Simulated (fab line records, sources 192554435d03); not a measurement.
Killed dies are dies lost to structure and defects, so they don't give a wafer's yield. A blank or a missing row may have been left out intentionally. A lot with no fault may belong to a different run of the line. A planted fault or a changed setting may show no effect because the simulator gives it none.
Which of the tools did it? -- flow n5_finfet -- Sampling: 10 lots, 30 wafers, 4 of 1938 route steps

WHAT EACH GAUGE READ, for each wafer
No reading from a measuring or inspecting step in the record can be judged against a usual standard deviation.

TOOL THAT RAN EACH LOT (tool first, then ch and the chambers of the sampled wafers, then the start)
lot,N5_BEOL_M6_ETCH_66,N5_BEOL_M6_STRIP_80,N5_BEOL_M6_ALD_77,N5_BEOL_M6_SURFACE_TREAT_79
L944,"rie_diel-03 ch 0,1,3, day 9 05:19","rie_diel-03 ch 0,1,3, day 9 06:20 or earlier","ald_metal-04 ch 1,2, day 9 06:20","pvd_sputter-01, day 9 06:39"
L946,"rie_diel-01 ch 0,1,2, day 9 05:41","rie_diel-01 ch 0,1,2, day 9 06:41 or earlier","ald_metal-01 ch 0,1, day 9 06:41","pvd_sputter-01, day 9 07:17"
L945,"rie_diel-03 ch 0,1, day 9 08:31","rie_diel-03 ch 0,1, day 9 10:03 or earlier","ald_metal-04 ch 0,1,2, day 9 10:03","pvd_sputter-03, day 9 10:26"
L951,"rie_diel-04 ch 0,1,3, day 10 21:32","rie_diel-04 ch 0,1,3, day 10 22:31 or earlier","ald_metal-04 ch 0,1,3, day 10 22:31","pvd_sputter-03, day 10 22:55"
L952,"rie_diel-04 ch 0,1,3, day 11 13:02","rie_diel-04 ch 0,1,3, day 11 14:31 or earlier","ald_metal-04 ch 0,2,3, day 11 14:31","pvd_sputter-02, day 11 14:52"
L955,"rie_diel-03 ch 0,2,3, day 11 17:54","rie_diel-03 ch 0,2,3, day 11 20:47 or earlier","ald_metal-04 ch 1,2,3, day 11 20:47","pvd_sputter-03, day 11 21:16"
L958,"rie_diel-01 ch 0,1,2, day 13 03:16","rie_diel-01 ch 0,1,2, day 13 04:26 or earlier","ald_metal-04 ch 1,2, day 13 04:26","pvd_sputter-02, day 13 04:50"
L961,"rie_diel-01 ch 1,2, day 13 15:47","rie_diel-01 ch 1,2, day 13 17:20 or earlier","ald_metal-01 ch 0,2, day 13 17:20","pvd_sputter-02, day 13 17:40"
L965,"rie_diel-04 ch 0,3, day 14 15:08","rie_diel-04 ch 0,3, day 14 18:04 or earlier","ald_metal-03 ch 0,1,3, day 14 18:04","pvd_sputter-01, day 14 18:25"
L963,"rie_diel-03 ch 0,2,3, day 14 15:29","rie_diel-03 ch 0,2,3, day 14 18:04 or earlier","ald_metal-01 ch 0,2,3, day 14 18:04","pvd_sputter-03, day 14 18:26"
- N5_BEOL_M6_ETCH_66: etches SOC in N2/H2, target depth 80 nm, overetch 16 nm, time 120 s.
- N5_BEOL_M6_STRIP_80: strips in N2/H2, time 10 s.
- N5_BEOL_M6_ALD_77: deposits TaN, target thk 2 nm, pulse time 2 s, purge time 3 s.
- N5_BEOL_M6_SURFACE_TREAT_79

AS READ BY THE TOOLS THEMSELVES (means over the sampled wafers that have a number; for cases with no such wafer, the mark the record gives instead)
N5_BEOL_M6_ETCH_66. Usual: drypump_motor_current_A 5.9 A, standard deviation 0.38; oes_product_au 0.61 a.u., standard deviation 0.064; rf_vpp_V 523.7 V, standard deviation 2.2; showerhead_plenum_p_Torr 2.53 Torr, standard deviation 0.075; throttle_valve_pct 17.76 %, standard deviation 0.28.
lot,tool,drypump_motor_current_A (A),oes_product_au (a.u.),rf_vpp_V (V),showerhead_plenum_p_Torr (Torr),throttle_valve_pct (%),flag
L944,rie_diel-03,5.7,0.58,523.3,2.54,17.91,
L946,rie_diel-01,6.0,0.59,523.7,2.54,17.87,
L945,rie_diel-03,5.9,0.58,522.1,2.50,17.88,
L951,rie_diel-04,5.9,0.65,522.8,2.50,17.68,
L952,rie_diel-04,5.8,0.64,522.6,2.50,17.70,
L955,rie_diel-03,5.8,0.65,523.8,2.54,17.62,
L958,rie_diel-01,6.0,0.57,523.6,2.53,17.93,
L961,rie_diel-01,6.2,0.60,524.3,2.54,18.06,
L965,rie_diel-04,6.0,0.57,520.3,2.44,17.72,
L963,rie_diel-03,5.8,0.62,524.9,2.53,17.67,

N5_BEOL_M6_STRIP_80. Usual: drypump_motor_current_A 5.9 A, standard deviation 0.39; oes_product_au 0.79 a.u., standard deviation 0.09; rf_vpp_V 59.2 V, standard deviation 0.83; showerhead_plenum_p_Torr 2.53 Torr, standard deviation 0.076; throttle_valve_pct 23.6 %, standard deviation 0.34.
lot,tool,drypump_motor_current_A (A),oes_product_au (a.u.),rf_vpp_V (V),showerhead_plenum_p_Torr (Torr),throttle_valve_pct (%),flag
L944,rie_diel-03,5.7,0.75,59.2,2.53,23.8,
L946,rie_diel-01,6.0,0.78,59.5,2.54,23.7,
L945,rie_diel-03,5.9,0.75,58.8,2.49,23.7,
L951,rie_diel-04,5.8,0.85,59.4,2.50,23.5,
L952,rie_diel-04,5.8,0.83,58.9,2.49,23.5,
L955,rie_diel-03,5.8,0.84,58.4,2.54,23.4,
L958,rie_diel-01,6.0,0.75,58.4,2.52,23.7,
L961,rie_diel-01,6.1,0.77,59.6,2.53,24.0,
L965,rie_diel-04,6.0,0.74,58.9,2.43,23.4,
L963,rie_diel-03,5.8,0.81,59.5,2.53,23.5,

N5_BEOL_M6_ALD_77. Usual: heater_power_w 445 W, standard deviation 43; precursor_vessel_temp_c 75.00 C, standard deviation 0.13.
lot,tool,heater_power_w (W),precursor_vessel_temp_c (C),flag
L944,ald_metal-04,458,74.91,
L946,ald_metal-01,437,74.97,
L945,ald_metal-04,449,75.11,
L951,ald_metal-04,405,75.12,
L952,ald_metal-04,415,75.02,
L955,ald_metal-04,415,75.07,
L958,ald_metal-04,455,74.92,
L961,ald_metal-01,447,75.04,
L965,ald_metal-03,452,75.10,
L963,ald_metal-01,475,75.02,

THE ANSWER, worked out from the rows above alone
Rule: take the mean of a lot's wafers that have a number; if it is more than 3 standard deviations from the usual mean, the lot is off. Also off: a lot with no number at a reading for which 4 or more lots have one. Any other lot the step has rows for is counted as sound. First the gauges in route order, then the tools' own readings, where a lot's mean is used as printed above. At the first step where some lot is off, the reading lying furthest off is the one used; lots without a number count as furthest.
No lot is off on any of the readings shown, so nothing can be concluded from this.

WHAT HAD BEEN PUT IN BY THE SIMULATOR
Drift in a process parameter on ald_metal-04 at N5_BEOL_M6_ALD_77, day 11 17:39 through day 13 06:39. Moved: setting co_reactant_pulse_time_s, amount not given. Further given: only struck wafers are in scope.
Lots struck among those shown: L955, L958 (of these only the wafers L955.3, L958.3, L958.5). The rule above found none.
